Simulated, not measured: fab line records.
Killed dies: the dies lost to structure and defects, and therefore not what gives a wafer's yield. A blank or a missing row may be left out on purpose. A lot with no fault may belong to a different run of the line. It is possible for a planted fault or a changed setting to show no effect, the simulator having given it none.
Matching of chambers	flow n5 finfet	rie diel-06 running N5_SD_EPI_P_ETCH_36: 4 sister chambers
The step etches SiARC in CF4, target depth 45.5 nm, time 75.8 s. 20 wafers are shown with their chamber, then 10 later ones without.

WAFERS WITH THEIR CHAMBER
wafer	chamber	showerhead plenum p Torr (Torr)	drypump motor current A (A)	throttle valve pct (%)
L074.2	0	2.14	5.4	15.79
L074.3	1	2.04	5.7	15.78
L074.4	3	2.12	5.1	15.88
L075.4	2	2.17	5.7	15.60
L075.5	0	2.14	5.4	15.77
L075.6	1	2.04	5.7	15.76
L077.4	1	2.03	5.7	15.79
L077.5	3	2.12	5.1	15.89
L077.6	0	2.14	5.4	15.78
L079.2	2	2.17	5.9	15.61
L079.5	0	2.13	5.4	15.77
L079.6	1	2.03	5.7	15.79
L084.2	1	2.03	5.7	15.81
L084.3	3	2.11	5.2	15.90
L084.4	2	2.17	5.8	15.63
L086.4	2	2.17	5.8	15.63
L086.5	1	2.03	5.7	15.81
L086.6	3	2.11	5.1	15.92
L087.2	1	2.03	5.7	15.84
L087.4	2	2.17	5.8	15.64

SIGNATURES (averages over the wafers above)
reading	chamber 0	chamber 1	chamber 2	chamber 3	scatter within a chamber
showerhead plenum p Torr	2.1375	2.0329	2.1700	2.1150	0.00446
drypump motor current A	5.400	5.700	5.800	5.125	0.0415
throttle valve pct	15.7775	15.7971	15.6220	15.8975	0.0196
Rule: a wafer's distance from a chamber is the root of the sum, over the readings, of the square of ((its reading less the chamber's mean) divided by the reading's scatter). If the next closest chamber is less than 2 further off than the closest, the wafer can't be placed; otherwise it belongs to the closest. The scatter: take each reading less its chamber's mean, square it, sum over the shown wafers, divide by the number of wafers less the number of chambers, and take the root.

WAFERS WITH NO CHAMBER GIVEN
wafer	showerhead plenum p Torr (Torr)	drypump motor current A (A)	throttle valve pct (%)
L087.5	2.03	5.7	15.83
L092.2	2.11	5.2	15.95
L092.5	2.03	5.7	15.83
L092.6	2.16	5.8	15.66
L093.1	2.16	5.8	15.69
L093.3	2.13	5.4	15.83
L093.6	2.16	5.8	15.67
L096.4	2.16	5.8	15.69
L096.5	2.28	5.7	15.34
L096.6	2.12	5.4	15.86

EACH ONE'S CHAMBER
wafer	from the rows above	in truth
L087.5	1	1
L092.2	3	3
L092.5	1	1
L092.6	2	2
L093.1	2	2
L093.3	0	0
L093.6	2	2
L096.4	2	2
L096.5	2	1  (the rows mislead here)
L096.6	can't be placed: 0 or 3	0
8 of 10 placed correctly. Can't be placed from these rows: 1 (the true chamber is among the candidates in 1). Placed wrongly: 1.
